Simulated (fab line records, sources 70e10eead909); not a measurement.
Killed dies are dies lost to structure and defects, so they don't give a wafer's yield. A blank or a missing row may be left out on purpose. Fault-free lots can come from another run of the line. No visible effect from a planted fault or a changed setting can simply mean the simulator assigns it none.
fab line records | flow nandHarc | part 1 of 2: steps 1 to 3 of 6
record: lots: 22 | wafers: 66 | lastDay: 34
route steps=1302 shown P_GATE@146 P_CONTACT@240 P_M0@267
lots that met no fault: taken from a fault-free run of the same line
startH: start of the lot's first displayed wafer, in hours after the record's first day | waitH: hours since the lot's step before | " as in the row above | L1.1+2: a single row standing in for several wafers | - either no value or no given start | * or withheld: withheld | < > ~ a bound
route shown NAME@n: NAME is a module with steps in the file, n the number in the route of the first one | usual: mean and standard deviation over wafers with no fault | same: alike in all rows | chamber/n: place in a boat | sites: readings site by site | _std_site: standard deviation across them | _edge_site: mean of outer sites minus mean of inner sites | radiusMm: for every site, how far away it sits from the centre of the wafer | mask NAME#n: copy n | behind: the tool/chamber that last shaped the wafer | hold: cause of the lot's hold/its duration in hours/its outcome | device: the transistor (n, p or np) that didn't switch | end of line: tests run on the same wafers once the route is complete | where a step has no rows: the recipe by itself | killed: dies that structure and defects cost at the first sort, which is not the same as the wafer's yield | map: the dies of a wafer, with x for killed, . for not killed, _ for no die there
set.NAME: the setting that was run; set.NAME@STEP: the one run at that earlier step | model.NAME: the simulator's own value behind a step, which no gauge read
the route's steps for a sample of lots (tables are steps, rows are wafers)
services: a tool's chamber out of use, with start hour (startH, from the record's first day; less than 0 if before it), hours out, and reason
== steps ==
step: NHARC_P_GATE_HM_OPEN_105
recipe: targetDepthA: 3600 | o2FlowSccm: 400 | cosFlowSccm: 20 | arFlowSccm: 0 | rfW: 500 | biasW: 300 | chemistry: O2/COS
usual: drypumpMotorCurrentA: 5.5/0.33 | oesProductAu: 0.996/0.0082 | rfVppV: 467.5/2.7 | showerheadPlenumPTorr: 3.14/0.12 | throttleValvePct: 28.330/0.0094
lot.wafer | tool       | chamber | startH | waitH | drypumpMotorCurrentA | oesProductAu | rfHoursCounterH | rfVppV | showerheadPlenumPTorr | throttleValvePct
L074.4    | rieDiel-01 | 1       | -      | -     | 5.4                  | 0.993        | 4.4             | 470.2  | 3.29                  | 28.318
L074.3    | "          | 0       | "      | "     | 4.9                  | 0.997        | 4.7             | 471.9  | 3.31                  | 28.333
L074.6    | "          | 2       | "      | "     | 5.6                  | 0.985        | -               | 465.4  | 3.09                  | 28.331
L076.1    | rieDiel-01 | 3       | -      | -     | 5.7                  | 0.988        | 6.1             | 470.9  | 3.30                  | 28.326
L076.4    | "          | 0       | "      | "     | 4.9                  | 0.990        | 5.5             | 471.0  | 3.31                  | 28.324
L076.6    | "          | 3       | "      | "     | 5.7                  | 0.995        | -               | 469.8  | 3.30                  | 28.325
L077.3    | rieDiel-11 | 2       | -      | -     | 5.9                  | 0.997        | 3.2             | 464.4  | 3.00                  | 28.324
L077.1    | "          | 1       | "      | "     | 5.9                  | 0.994        | 2.8             | 465.9  | 3.11                  | 28.326
L077.5    | "          | 3       | "      | "     | 5.4                  | 0.995        | -               | 464.8  | 3.02                  | 28.327
L078.3    | rieDiel-01 | 1       | -      | -     | 5.4                  | 0.989        | 6.7             | 470.8  | 3.29                  | 28.319
L078.2    | "          | 3       | "      | "     | 5.7                  | 1.001        | 8.5             | 470.5  | 3.30                  | 28.329
L078.4    | "          | 3       | "      | "     | 5.8                  | 0.999        | -               | 471.7  | 3.30                  | 28.325
L079.4    | rieDiel-03 | 3       | -      | -     | 5.1                  | 0.999        | 1.3             | 467.9  | 3.15                  | 28.338
L079.1    | "          | 0       | "      | "     | 5.3                  | 0.999        | 0.7             | 465.6  | 3.06                  | 28.327
L079.5    | "          | 0       | "      | "     | 5.3                  | 0.983        | -               | 465.3  | 3.06                  | 28.325
L080.3    | rieDiel-11 | 2       | -      | -     | 5.9                  | 0.993        | 3.9             | 464.5  | 3.00                  | 28.340
L080.4    | "          | 0       | "      | "     | 5.9                  | 0.990        | 3.5             | 468.1  | 3.14                  | 28.345
L080.5    | "          | 2       | "      | "     | 5.9                  | 0.994        | -               | 463.9  | 3.00                  | 28.354
L081.2    | rieDiel-01 | 1       | -      | -     | 5.4                  | 1.007        | 8.2             | 470.1  | 3.29                  | 28.316
L081.5    | "          | 2       | "      | "     | 5.7                  | 0.994        | -               | 467.0  | 3.08                  | 28.317
L081.6    | "          | 3       | "      | "     | 5.7                  | 1.000        | -               | 470.1  | 3.30                  | 28.326
L082.1    | rieDiel-11 | 3       | -      | -     | 5.4                  | 0.999        | 4.2             | 464.8  | 3.02                  | 28.331
L082.2    | "          | 1       | "      | "     | 6.0                  | 0.984        | 3.7             | 467.2  | 3.11                  | 28.321
L082.6    | "          | 3       | "      | "     | 5.4                  | 0.989        | -               | 463.6  | 3.02                  | 28.311
L083.1    | rieDiel-03 | 1       | -      | -     | 6.0                  | 1.007        | 4.4             | 465.9  | 3.01                  | 28.321
L083.2    | "          | 3       | "      | "     | 5.1                  | 1.008        | 4.5             | 468.6  | 3.15                  | 28.333
L083.6    | "          | 0       | "      | "     | 5.3                  | 1.001        | -               | 465.7  | 3.06                  | 28.324
L084.3    | rieDiel-03 | 2       | -      | -     | 5.3                  | 0.995        | 5.0             | 463.1  | 2.93                  | 28.338
L084.1    | "          | 3       | "      | "     | 5.1                  | 1.011        | 4.6             | 469.7  | 3.15                  | 28.316
L084.6    | "          | 3       | "      | "     | 5.1                  | 1.020        | -               | 465.6  | 3.15                  | 28.311
L085.1    | rieDiel-11 | 3       | -      | -     | 5.4                  | 0.981        | 4.6             | 465.7  | 3.02                  | 28.341
L085.2    | "          | 1       | "      | "     | 6.0                  | 0.986        | 5.6             | 467.0  | 3.11                  | 28.333
L085.5    | "          | 2       | "      | "     | 5.9                  | 1.007        | -               | 463.8  | 3.00                  | 28.342
L086.2    | rieDiel-11 | 2       | -      | -     | 5.9                  | 0.990        | 6.6             | 463.8  | 3.00                  | 28.323
L086.4    | "          | 3       | "      | "     | 5.4                  | 0.981        | 4.9             | 465.3  | 3.02                  | 28.331
L086.6    | "          | 3       | "      | "     | 5.4                  | 1.002        | -               | 465.5  | 3.02                  | 28.338
L087.3    | rieDiel-11 | 1       | -      | -     | 6.0                  | 0.989        | 6.8             | 467.2  | 3.11                  | 28.324
L087.2    | "          | 0       | "      | "     | 5.9                  | 1.008        | 7.4             | 468.3  | 3.14                  | 28.343
L087.5    | "          | 1       | "      | "     | 6.0                  | 0.986        | -               | 468.2  | 3.11                  | 28.330
L089.2    | rieDiel-01 | 1       | -      | -     | 5.4                  | 0.992        | 1.7             | 470.5  | 3.29                  | 28.333
L089.3    | "          | 2       | "      | "     | 5.6                  | 0.998        | 1.5             | 466.3  | 3.08                  | 28.320
L089.4    | "          | 0       | "      | "     | 4.9                  | 0.994        | 1.7             | 471.1  | 3.31                  | 28.325
L088.2    | rieDiel-11 | 3       | -      | -     | 5.4                  | 0.997        | 6.1             | 464.6  | 3.02                  | 28.343
L088.4    | "          | 1       | "      | "     | 6.0                  | 0.995        | 6.9             | 466.1  | 3.11                  | 28.336
L088.5    | "          | 3       | "      | "     | 5.4                  | 0.996        | -               | 465.1  | 3.02                  | 28.344
L090.3    | rieDiel-01 | 3       | -      | -     | 5.7                  | 0.994        | 2.7             | 470.7  | 3.29                  | 28.335
L090.4    | "          | 0       | "      | "     | 4.9                  | 0.991        | 3.6             | 471.0  | 3.31                  | 28.344
L090.2    | "          | 2       | "      | "     | 5.7                  | 0.990        | 3.0             | 467.0  | 3.08                  | 28.327
L091.2    | rieDiel-01 | 1       | -      | -     | 5.4                  | 0.992        | 3.9             | 470.9  | 3.29                  | 28.327
L091.4    | "          | 2       | "      | "     | 5.7                  | 0.992        | 3.8             | 466.0  | 3.08                  | 28.338
L091.5    | "          | 3       | "      | "     | 5.8                  | 1.004        | -               | 470.5  | 3.29                  | 28.339
L092.1    | rieDiel-03 | 0       | -      | -     | 5.3                  | 0.999        | 7.4             | 466.2  | 3.05                  | 28.342
L092.3    | "          | 1       | "      | "     | 6.0                  | 1.004        | 8.9             | 465.5  | 3.01                  | 28.338
L092.6    | "          | 3       | "      | "     | 5.1                  | 1.013        | -               | 468.7  | 3.15                  | 28.319
L093.1    | rieDiel-01 | 1       | -      | -     | 5.4                  | 0.994        | 4.8             | 471.3  | 3.29                  | 28.346
L093.4    | "          | 3       | "      | "     | 5.7                  | 0.991        | 5.0             | 472.0  | 3.29                  | 28.322
L093.6    | "          | 2       | "      | "     | 5.7                  | 0.999        | -               | 467.2  | 3.08                  | 28.328
L094.1    | rieDiel-03 | 0       | -      | -     | 5.3                  | 0.998        | 0.2             | 464.6  | 3.05                  | 28.325
L094.4    | "          | 1       | "      | "     | 6.0                  | 1.008        | 0.2             | 464.9  | 3.01                  | 28.348
L094.2    | "          | 2       | "      | "     | 5.3                  | 0.990        | 0.1             | 463.6  | 2.93                  | 28.344
L096.2    | rieDiel-01 | 2       | -      | -     | 5.7                  | 0.994        | 6.5             | 466.7  | 3.08                  | 28.336
L096.6    | "          | 0       | "      | "     | 4.9                  | 0.994        | -               | 470.3  | 3.31                  | 28.348
L096.5    | "          | 1       | "      | "     | 5.4                  | 0.997        | -               | 470.2  | 3.29                  | 28.331
L097.4    | rieDiel-01 | 1       | -      | -     | 5.4                  | 1.011        | 6.2             | 471.2  | 3.29                  | 28.331
L097.1    | "          | 2       | "      | "     | 5.6                  | 0.995        | 6.5             | 466.9  | 3.08                  | 28.327
L097.5    | "          | 1       | "      | "     | 5.4                  | 1.001        | -               | 471.0  | 3.29                  | 28.335
step: NHARC_P_GATE_DESCUM_93
recipe: timeS: 3 | o2FlowSccm: 200 | arFlowSccm: 0 | biasPowerW: 0 | chemistry: O2
usual: drypumpMotorCurrentA: 5.6/0.35 | oesProductAu: 0.999/0.0077 | rfVppV: 57.7/0.83 | showerheadPlenumPTorr: 1.89/0.068 | throttleValvePct: 11.312/0.0092
lot.wafer | tool       | chamber | startH | waitH | drypumpMotorCurrentA | oesProductAu | rfHoursCounterH | rfVppV | showerheadPlenumPTorr | throttleValvePct
L074.3    | rieDiel-03 | 3       | 117.40 | -     | 5.1                  | 1.018        | 0.1             | 58.1   | 1.93                  | 11.329
L074.4    | "          | 3       | "      | "     | 5.1                  | 1.008        | -               | 58.7   | 1.93                  | 11.316
L074.6    | "          | 0       | "      | "     | 5.3                  | 0.988        | -               | 58.8   | 1.87                  | 11.317
L076.1    | rieDiel-01 | 1       | 127.67 | -     | 5.4                  | 1.004        | 6.3             | 57.5   | 2.02                  | 11.314
L076.4    | "          | 3       | "      | "     | 5.7                  | 1.004        | 8.1             | 57.7   | 2.03                  | 11.300
L076.6    | "          | 1       | "      | "     | 5.4                  | 1.000        | -               | 57.7   | 2.02                  | 11.318
L077.1    | rieDiel-03 | 1       | 146.05 | -     | 6.0                  | 0.999        | 0.9             | 56.7   | 1.84                  | 11.301
L077.3    | "          | 3       | "      | "     | 5.1                  | 0.996        | -               | 58.3   | 1.93                  | 11.318
L077.5    | "          | 3       | "      | "     | 5.1                  | 0.996        | -               | 56.9   | 1.93                  | 11.306
L078.4    | rieDiel-11 | 0       | 158.61 | -     | 5.9                  | 1.008        | 3.6             | 59.1   | 1.93                  | 11.321
L078.2    | "          | 1       | "      | "     | 5.9                  | 1.008        | 3.5             | 57.3   | 1.90                  | 11.303
L078.3    | "          | 3       | "      | "     | 5.4                  | 1.001        | 4.0             | 58.5   | 1.85                  | 11.307
L079.4    | rieDiel-11 | 3       | 165.02 | -     | 5.4                  | 0.989        | 4.0             | 57.9   | 1.85                  | 11.328
L079.1    | "          | 0       | "      | "     | 5.9                  | 1.001        | 3.6             | 57.2   | 1.93                  | 11.315
L079.5    | "          | 3       | "      | "     | 5.4                  | 0.986        | -               | 57.0   | 1.85                  | 11.311
L080.4    | rieDiel-11 | 0       | 173.03 | -     | 5.9                  | 0.997        | 3.7             | 58.2   | 1.93                  | 11.299
L080.3    | "          | 3       | "      | "     | 5.4                  | 0.987        | 4.1             | 57.7   | 1.85                  | 11.299
L080.5    | "          | 1       | "      | "     | 6.0                  | 0.988        | -               | 57.5   | 1.90                  | 11.316
L081.2    | rieDiel-03 | 3       | 189.48 | -     | 5.1                  | 1.009        | 4.6             | 58.3   | 1.93                  | 11.296
L081.5    | "          | 0       | "      | "     | 5.3                  | 0.998        | -               | 57.7   | 1.87                  | 11.301
L081.6    | "          | 1       | "      | "     | 6.0                  | 0.993        | -               | 57.2   | 1.84                  | 11.283
L082.1    | rieDiel-01 | 0       | 193.94 | -     | 4.9                  | 1.006        | 9.0             | 59.7   | 2.04                  | 11.314
L082.2    | "          | 2       | "      | "     | 5.7                  | 0.985        | 10.5            | 56.9   | 1.89                  | 11.306
L082.6    | "          | 0       | "      | "     | 4.9                  | 0.990        | -               | 59.0   | 2.04                  | 11.312
L083.1    | rieDiel-11 | 1       | 203.18 | -     | 6.0                  | 0.993        | 4.5             | 57.1   | 1.90                  | 11.308
L083.2    | "          | 0       | "      | "     | 5.9                  | 0.996        | 4.8             | 57.5   | 1.93                  | 11.310
L083.6    | "          | 2       | "      | "     | 5.9                  | 1.006        | -               | 57.7   | 1.84                  | 11.299
L084.3    | rieDiel-11 | 2       | 209.27 | -     | 5.8                  | 1.005        | 6.2             | 57.9   | 1.84                  | 11.309
L084.1    | "          | 0       | "      | "     | 5.9                  | 1.020        | 5.9             | 58.2   | 1.93                  | 11.321
L084.6    | "          | 2       | "      | "     | 5.9                  | 1.004        | -               | 55.9   | 1.84                  | 11.307
L085.1    | rieDiel-11 | 0       | 223.88 | -     | 5.9                  | 0.992        | 6.2             | 57.7   | 1.93                  | 11.309
L085.2    | "          | 1       | "      | "     | 6.0                  | 0.990        | 6.0             | 57.0   | 1.90                  | 11.313
L085.5    | "          | 0       | "      | "     | 5.9                  | 0.987        | -               | 58.3   | 1.93                  | 11.304
L086.2    | rieDiel-03 | 2       | 236.66 | -     | 5.3                  | 1.010        | 7.2             | 57.9   | 1.79                  | 11.306
L086.4    | "          | 0       | "      | "     | 5.3                  | 1.001        | 5.4             | 58.3   | 1.87                  | 11.295
L086.6    | "          | 3       | "      | "     | 5.1                  | 1.006        | -               | 56.6   | 1.93                  | 11.311
L087.3    | rieDiel-03 | 2       | 260.67 | -     | 5.3                  | 0.989        | 7.6             | 57.8   | 1.79                  | 11.320
L087.2    | "          | 3       | "      | "     | 5.1                  | 0.999        | 7.2             | 57.8   | 1.93                  | 11.309
L087.5    | "          | 2       | "      | "     | 5.3                  | 0.991        | -               | 56.0   | 1.79                  | 11.310
L089.2    | rieDiel-03 | 0       | 261.91 | -     | 5.3                  | 1.010        | 6.5             | 57.4   | 1.87                  | 11.303
L089.4    | "          | 1       | "      | "     | 6.0                  | 0.995        | 7.7             | 59.0   | 1.84                  | 11.302
L089.3    | "          | 3       | "      | "     | 5.1                  | 1.002        | 7.7             | 58.4   | 1.93                  | 11.323
L088.4    | rieDiel-03 | 3       | 262.16 | -     | 5.1                  | 0.995        | 7.7             | 58.0   | 1.93                  | 11.301
L088.2    | "          | 1       | "      | "     | 6.0                  | 0.992        | 7.7             | 57.2   | 1.84                  | 11.301
L088.5    | "          | 2       | "      | "     | 5.3                  | 1.000        | -               | 56.9   | 1.79                  | 11.313
L090.4    | rieDiel-03 | 0       | 278.04 | -     | 5.3                  | 1.005        | 7.5             | 56.1   | 1.87                  | 11.314
L090.3    | "          | 1       | "      | "     | 6.0                  | 0.992        | 9.0             | 57.2   | 1.84                  | 11.320
L090.2    | "          | 3       | "      | "     | 5.1                  | 1.001        | 8.8             | 58.4   | 1.93                  | 11.316
L091.4    | rieDiel-01 | 2       | 285.41 | -     | 5.6                  | 0.994        | 5.1             | 57.3   | 1.89                  | 11.323
L091.2    | "          | 1       | "      | "     | 5.4                  | 1.006        | 4.7             | 56.9   | 2.02                  | 11.304
L091.5    | "          | 2       | "      | "     | 5.6                  | 0.989        | -               | 57.6   | 1.89                  | 11.334
L092.1    | rieDiel-03 | 0       | 291.70 | -     | 5.3                  | 1.001        | 0.2             | 58.9   | 1.87                  | 11.305
L092.3    | "          | 1       | "      | "     | 6.0                  | 0.995        | 0.2             | 58.2   | 1.84                  | 11.306
L092.6    | "          | 2       | "      | "     | 5.3                  | 0.999        | -               | 56.6   | 1.79                  | 11.312
L093.1    | rieDiel-01 | 3       | 306.93 | -     | 5.8                  | 1.010        | 5.9             | 58.3   | 2.02                  | 11.303
L093.4    | "          | 0       | "      | "     | 4.9                  | 0.988        | 6.1             | 57.5   | 2.04                  | 11.313
L093.6    | "          | 1       | "      | "     | 5.4                  | 0.994        | -               | 59.1   | 2.02                  | 11.301
L094.2    | rieDiel-11 | 1       | 311.59 | -     | 6.0                  | 0.999        | 1.9             | 57.4   | 1.90                  | 11.323
L094.1    | "          | 2       | "      | "     | 5.9                  | 1.023        | 2.7             | 57.7   | 1.83                  | 11.312
L094.4    | "          | 3       | "      | "     | 5.4                  | 0.995        | 1.9             | 57.6   | 1.85                  | 11.294
L097.1    | rieDiel-11 | 2       | 338.94 | -     | 5.9                  | 1.015        | 3.1             | 56.9   | 1.83                  | 11.322
L097.5    | "          | 0       | "      | "     | 5.9                  | 1.014        | -               | 58.5   | 1.93                  | 11.322
L097.4    | "          | 2       | "      | "     | 5.9                  | 1.011        | -               | 57.3   | 1.83                  | 11.317
L096.2    | rieDiel-03 | 3       | 339.64 | -     | 5.1                  | 0.997        | 2.1             | 57.1   | 1.93                  | 11.322
L096.5    | "          | 1       | "      | "     | 6.0                  | 0.992        | -               | 55.9   | 1.84                  | 11.328
L096.6    | "          | 3       | "      | "     | 5.1                  | 1.005        | -               | 58.7   | 1.93                  | 11.308
step: NHARC_P_CONTACT_ETCH_31
recipe: targetDepthA: 300 | timeS: 85.7 | ionEnergyEv: 120 | overEtchFrac: 1 | ch3fFlowSccm: 50 | o2FlowSccm: 30 | arFlowSccm: 200 | rfW: 500 | biasW: 100 | chemistry: CH3F/O2
usual: ch3fFlowSccm: 49.98/0.14 | drypumpMotorCurrentA: 5.8/0.56 | oesProductAu: 0.980/0.0093 | rfVppV: 243.8/1.2 | showerheadPlenumPTorr: 2.42/0.071 | throttleValvePct: 20.663/0.0089
lot.wafer | tool       | chamber | startH | waitH | ch3fFlowSccm | drypumpMotorCurrentA | oesProductAu | rfHoursCounterH | rfVppV | showerheadPlenumPTorr | throttleValvePct
L074.4    | rieDiel-06 | 2       | -      | -     | 49.90        | 6.5                  | 0.985        | 5.2             | 241.5  | 2.31                  | 20.659
L074.3    | "          | 3       | "      | "     | 50.18        | 6.6                  | 0.977        | 4.3             | 244.8  | 2.51                  | 20.666
L074.6    | "          | 1       | "      | "     | 49.94        | 6.7                  | 0.977        | -               | 243.7  | 2.40                  | 20.664
L076.4    | rieDiel-10 | 0       | -      | -     | 50.00        | 6.2                  | 0.972        | 2.6             | 243.1  | 2.43                  | 20.654
L076.1    | "          | 2       | "      | "     | 49.84        | 6.1                  | 0.989        | 2.6             | 243.0  | 2.35                  | 20.688
L076.6    | "          | 0       | "      | "     | 50.08        | 6.2                  | 0.979        | -               | 243.6  | 2.43                  | 20.665
L077.3    | rieDiel-06 | 0       | -      | -     | 49.94        | 5.4                  | 0.985        | 0.5             | 243.2  | 2.38                  | 20.657
L077.1    | "          | 3       | "      | "     | 49.98        | 6.6                  | 0.977        | 0.6             | 243.8  | 2.51                  | 20.665
L077.5    | "          | 1       | "      | "     | 49.91        | 6.6                  | 0.984        | -               | 244.7  | 2.40                  | 20.665
L078.2    | rieDiel-12 | 2       | -      | -     | 50.09        | 5.7                  | 0.981        | 3.7             | 245.4  | 2.53                  | 20.667
L078.4    | "          | 3       | "      | "     | 49.96        | 5.8                  | 0.976        | 3.3             | 242.6  | 2.38                  | 20.652
L078.3    | "          | 0       | "      | "     | 49.99        | 6.4                  | 0.992        | 3.9             | 244.0  | 2.39                  | 20.668
L079.4    | rieDiel-06 | 1       | -      | -     | 49.85        | 6.6                  | 0.963        | 1.0             | 242.9  | 2.40                  | 20.668
L079.1    | "          | 3       | "      | "     | 49.97        | 6.6                  | 0.982        | 1.1             | 243.1  | 2.51                  | 20.646
L079.5    | "          | 0       | "      | "     | 50.20        | 5.4                  | 0.974        | -               | 244.6  | 2.38                  | 20.679
L080.4    | rieDiel-10 | 1       | -      | -     | 50.05        | 5.1                  | 0.979        | 3.8             | 243.3  | 2.43                  | 20.665
L080.3    | "          | 0       | "      | "     | 50.09        | 6.1                  | 0.981        | 3.5             | 244.1  | 2.43                  | 20.661
L080.5    | "          | 1       | "      | "     | 50.04        | 5.1                  | 0.986        | -               | 244.4  | 2.44                  | 20.656
L081.2    | rieDiel-06 | 0       | -      | -     | 50.05        | 5.4                  | 0.978        | 1.8             | 244.2  | 2.38                  | 20.663
L081.6    | "          | 0       | "      | "     | 50.23        | 5.4                  | 0.971        | -               | 242.7  | 2.38                  | 20.657
L081.5    | "          | 1       | "      | "     | 49.84        | 6.6                  | 0.974        | -               | 242.6  | 2.40                  | 20.665
L082.1    | rieDiel-12 | 3       | -      | -     | 49.94        | 5.7                  | 0.972        | 5.9             | 242.1  | 2.38                  | 20.645
L082.2    | "          | 1       | "      | "     | 49.82        | 5.6                  | 0.964        | 7.1             | 241.0  | 2.30                  | 20.649
L082.6    | "          | 3       | "      | "     | 49.95        | 5.8                  | 0.967        | -               | 243.4  | 2.38                  | 20.666
L083.2    | rieDiel-10 | 1       | -      | -     | 49.98        | 5.1                  | 0.977        | 4.6             | 243.4  | 2.43                  | 20.679
L083.1    | "          | 0       | "      | "     | 50.37        | 6.2                  | 0.989        | 4.5             | 243.9  | 2.43                  | 20.662
L083.6    | "          | 2       | "      | "     | 49.99        | 6.1                  | 0.982        | -               | 243.6  | 2.35                  | 20.684
L084.1    | rieDiel-10 | 1       | -      | -     | 49.69        | 5.1                  | 0.999        | 4.9             | 243.6  | 2.43                  | 20.644
L084.3    | "          | 2       | "      | "     | 50.07        | 6.1                  | 0.981        | 4.8             | 242.8  | 2.35                  | 20.674
L084.6    | "          | 3       | "      | "     | 49.87        | 5.1                  | 0.983        | -               | 245.8  | 2.52                  | 20.670
L085.1    | rieDiel-10 | 3       | -      | -     | 49.72        | 5.1                  | 0.973        | 5.1             | 245.6  | 2.52                  | 20.666
L085.2    | "          | 2       | "      | "     | 49.77        | 6.1                  | 0.962        | 5.1             | 243.4  | 2.35                  | 20.672
L085.5    | "          | 3       | "      | "     | 49.86        | 5.1                  | 0.966        | -               | 245.3  | 2.52                  | 20.674
L086.2    | rieDiel-10 | 1       | -      | -     | 50.03        | 5.0                  | 0.996        | 6.0             | 243.0  | 2.43                  | 20.662
L086.6    | "          | 2       | "      | "     | 50.07        | 6.1                  | 0.982        | -               | 244.1  | 2.35                  | 20.680
L086.4    | "          | 3       | "      | "     | 49.92        | 5.1                  | 0.977        | -               | 245.3  | 2.52                  | 20.660
L087.2    | rieDiel-10 | 2       | -      | -     | 49.95        | 6.1                  | 0.967        | 0.5             | 243.5  | 2.35                  | 20.663
L087.3    | "          | 1       | "      | "     | 49.53        | 5.1                  | 0.980        | 0.4             | 244.5  | 2.43                  | 20.650
L087.5    | "          | 2       | "      | "     | 49.96        | 6.1                  | 0.973        | -               | 242.2  | 2.35                  | 20.667
L089.3    | rieDiel-12 | 2       | -      | -     | 49.84        | 5.7                  | 0.980        | 11.4            | 245.4  | 2.53                  | 20.656
L089.2    | "          | 0       | "      | "     | 49.95        | 6.5                  | 0.995        | 8.0             | 244.2  | 2.39                  | 20.658
L089.4    | "          | 1       | "      | "     | 49.94        | 5.6                  | 0.992        | 11.5            | 241.9  | 2.30                  | 20.663
L088.4    | rieDiel-12 | 0       | -      | -     | 49.99        | 6.5                  | 0.990        | 8.1             | 243.7  | 2.39                  | 20.656
L088.2    | "          | 1       | "      | "     | 49.91        | 5.6                  | 0.993        | 11.5            | 241.8  | 2.29                  | 20.664
L088.5    | "          | 2       | "      | "     | 50.09        | 5.7                  | 0.989        | -               | 245.7  | 2.53                  | 20.673
L090.3    | rieDiel-10 | 1       | -      | -     | 50.13        | 5.0                  | 1.002        | 1.1             | 243.6  | 2.43                  | 20.644
L090.2    | "          | 3       | "      | "     | 50.05        | 5.1                  | 0.982        | 1.4             | 244.4  | 2.52                  | 20.670
L090.4    | "          | 0       | "      | "     | 49.69        | 6.1                  | 0.980        | 1.2             | 243.1  | 2.42                  | 20.653
L091.2    | rieDiel-10 | 2       | -      | -     | 50.22        | 6.1                  | 0.979        | 1.7             | 242.6  | 2.35                  | 20.663
L091.4    | "          | 3       | "      | "     | 49.86        | 5.1                  | 0.993        | 1.9             | 246.4  | 2.52                  | 20.653
L091.5    | "          | 1       | "      | "     | 49.98        | 5.0                  | 0.986        | -               | 244.7  | 2.43                  | 20.668
L092.1    | rieDiel-10 | 2       | -      | -     | 49.94        | 6.1                  | 0.987        | 2.1             | 242.5  | 2.35                  | 20.658
L092.3    | "          | 1       | "      | "     | 49.88        | 5.0                  | 0.995        | 1.9             | 243.9  | 2.43                  | 20.661
L092.6    | "          | 3       | "      | "     | 50.11        | 5.1                  | 1.003        | -               | 244.4  | 2.52                  | 20.664
L093.4    | rieDiel-10 | 3       | -      | -     | 50.19        | 5.1                  | 0.988        | 2.8             | 246.0  | 2.52                  | 20.666
L093.1    | "          | 0       | "      | "     | 49.90        | 6.2                  | 0.964        | 2.6             | 244.5  | 2.42                  | 20.674
L093.6    | "          | 3       | "      | "     | 49.99        | 5.1                  | 0.986        | -               | 245.1  | 2.52                  | 20.670
L094.1    | rieDiel-06 | 3       | -      | -     | 50.07        | 6.6                  | 0.991        | 0.2             | 244.2  | 2.51                  | 20.667
L094.4    | "          | 1       | "      | "     | 49.83        | 6.6                  | 0.975        | 0.4             | 244.2  | 2.40                  | 20.660
L094.2    | "          | 2       | "      | "     | 49.85        | 6.5                  | 0.979        | 0.3             | 242.4  | 2.31                  | 20.668
L097.4    | rieDiel-12 | 2       | -      | -     | 50.10        | 5.7                  | 0.977        | 4.6             | 245.8  | 2.53                  | 20.673
L097.1    | "          | 1       | "      | "     | 49.97        | 5.6                  | 0.992        | 3.7             | 241.3  | 2.29                  | 20.668
L097.5    | "          | 2       | "      | "     | 49.99        | 5.7                  | 0.981        | -               | 246.6  | 2.53                  | 20.670
L096.2    | rieDiel-06 | 2       | -      | -     | 49.72        | 6.5                  | 0.985        | 1.7             | 242.8  | 2.31                  | 20.657
L096.5    | "          | 0       | "      | "     | 49.94        | 5.4                  | 0.975        | -               | 242.8  | 2.38                  | 20.651
L096.6    | "          | 1       | "      | "     | 49.88        | 6.6                  | 0.976        | -               | 242.5  | 2.40                  | 20.658
